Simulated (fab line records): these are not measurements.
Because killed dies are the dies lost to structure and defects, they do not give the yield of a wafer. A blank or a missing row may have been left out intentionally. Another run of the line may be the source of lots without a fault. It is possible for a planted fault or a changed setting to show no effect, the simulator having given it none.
Matching of chambers / flow nand_harc / NHARC_P_ZERO_WELL_ETCH_65 on rie_diel-07: 4 sister chambers
The step etches the open film in N2/H2, target depth 80 nm, overetch 24 nm, time 87.88 s. 14 wafers are shown with their chamber, then 7 later ones without.

EACH WAFER AND ITS CHAMBER
wafer=L076.2; chamber=1; showerhead_plenum_p_Torr (Torr)=2.06; rf_vpp_V (V)=431.0; throttle_valve_pct (%)=14.176
wafer=L076.4; chamber=2; showerhead_plenum_p_Torr (Torr)=2.00; rf_vpp_V (V)=429.5; throttle_valve_pct (%)=14.181
wafer=L076.6; chamber=3; showerhead_plenum_p_Torr (Torr)=2.05; rf_vpp_V (V)=430.0; throttle_valve_pct (%)=14.169
wafer=L083.1; chamber=1; showerhead_plenum_p_Torr (Torr)=2.06; rf_vpp_V (V)=432.2; throttle_valve_pct (%)=14.180
wafer=L083.2; chamber=0; showerhead_plenum_p_Torr (Torr)=1.92; rf_vpp_V (V)=425.7; throttle_valve_pct (%)=14.179
wafer=L083.5; chamber=2; showerhead_plenum_p_Torr (Torr)=2.00; rf_vpp_V (V)=428.5; throttle_valve_pct (%)=14.164
wafer=L085.1; chamber=2; showerhead_plenum_p_Torr (Torr)=2.00; rf_vpp_V (V)=430.0; throttle_valve_pct (%)=14.174
wafer=L085.5; chamber=3; showerhead_plenum_p_Torr (Torr)=2.04; rf_vpp_V (V)=429.9; throttle_valve_pct (%)=14.176
wafer=L085.6; chamber=0; showerhead_plenum_p_Torr (Torr)=1.92; rf_vpp_V (V)=427.7; throttle_valve_pct (%)=14.164
wafer=L086.1; chamber=3; showerhead_plenum_p_Torr (Torr)=2.04; rf_vpp_V (V)=429.8; throttle_valve_pct (%)=14.159
wafer=L086.3; chamber=0; showerhead_plenum_p_Torr (Torr)=1.92; rf_vpp_V (V)=427.2; throttle_valve_pct (%)=14.171
wafer=L086.6; chamber=2; showerhead_plenum_p_Torr (Torr)=2.00; rf_vpp_V (V)=429.9; throttle_valve_pct (%)=14.191
wafer=L087.3; chamber=0; showerhead_plenum_p_Torr (Torr)=1.92; rf_vpp_V (V)=428.4; throttle_valve_pct (%)=14.160
wafer=L087.5; chamber=2; showerhead_plenum_p_Torr (Torr)=2.00; rf_vpp_V (V)=428.6; throttle_valve_pct (%)=14.162

SIGNATURES, as means of the wafers listed above
reading=showerhead_plenum_p_Torr; chamber 0=1.9200; chamber 1=2.0600; chamber 2=2.0000; chamber 3=2.0433; scatter within a chamber=0.00258
reading=rf_vpp_V; chamber 0=427.250; chamber 1=431.600; chamber 2=429.300; chamber 3=429.900; scatter within a chamber=0.818
reading=throttle_valve_pct; chamber 0=14.16850; chamber 1=14.17800; chamber 2=14.17440; chamber 3=14.16800; scatter within a chamber=0.00972
Rule: for each reading, subtract the chamber's mean from the wafer's reading, divide by that reading's scatter and square the result; add these up over the readings and take the root, which gives the wafer's distance from the chamber. The wafer belongs to the nearest chamber; if the next one is less than 2 further off, it can't be placed. The scatter: take each reading less its chamber's mean, square it, sum over the shown wafers, divide by the number of wafers less the number of chambers, and take the root.

WAFERS MISSING THEIR CHAMBER
wafer=L087.6; showerhead_plenum_p_Torr (Torr)=2.04; rf_vpp_V (V)=431.8; throttle_valve_pct (%)=14.164
wafer=L091.1; showerhead_plenum_p_Torr (Torr)=2.06; rf_vpp_V (V)=430.7; throttle_valve_pct (%)=14.187
wafer=L091.5; showerhead_plenum_p_Torr (Torr)=2.00; rf_vpp_V (V)=431.3; throttle_valve_pct (%)=14.176
wafer=L091.6; showerhead_plenum_p_Torr (Torr)=2.06; rf_vpp_V (V)=431.0; throttle_valve_pct (%)=14.165
wafer=L095.1; showerhead_plenum_p_Torr (Torr)=2.06; rf_vpp_V (V)=431.4; throttle_valve_pct (%)=14.156
wafer=L095.2; showerhead_plenum_p_Torr (Torr)=1.92; rf_vpp_V (V)=426.6; throttle_valve_pct (%)=14.166
wafer=L095.3; showerhead_plenum_p_Torr (Torr)=2.04; rf_vpp_V (V)=430.6; throttle_valve_pct (%)=14.164

CHAMBER TAKEN BY EACH
wafer=L087.6; from the rows above=3; in truth=3
wafer=L091.1; from the rows above=1; in truth=1
wafer=L091.5; from the rows above=2; in truth=2
wafer=L091.6; from the rows above=1; in truth=1
wafer=L095.1; from the rows above=1; in truth=1
wafer=L095.2; from the rows above=0; in truth=0
wafer=L095.3; from the rows above=3; in truth=3
Correct placement for 7 of the 7. Not placeable from these rows: 0. Placed wrongly: 0.
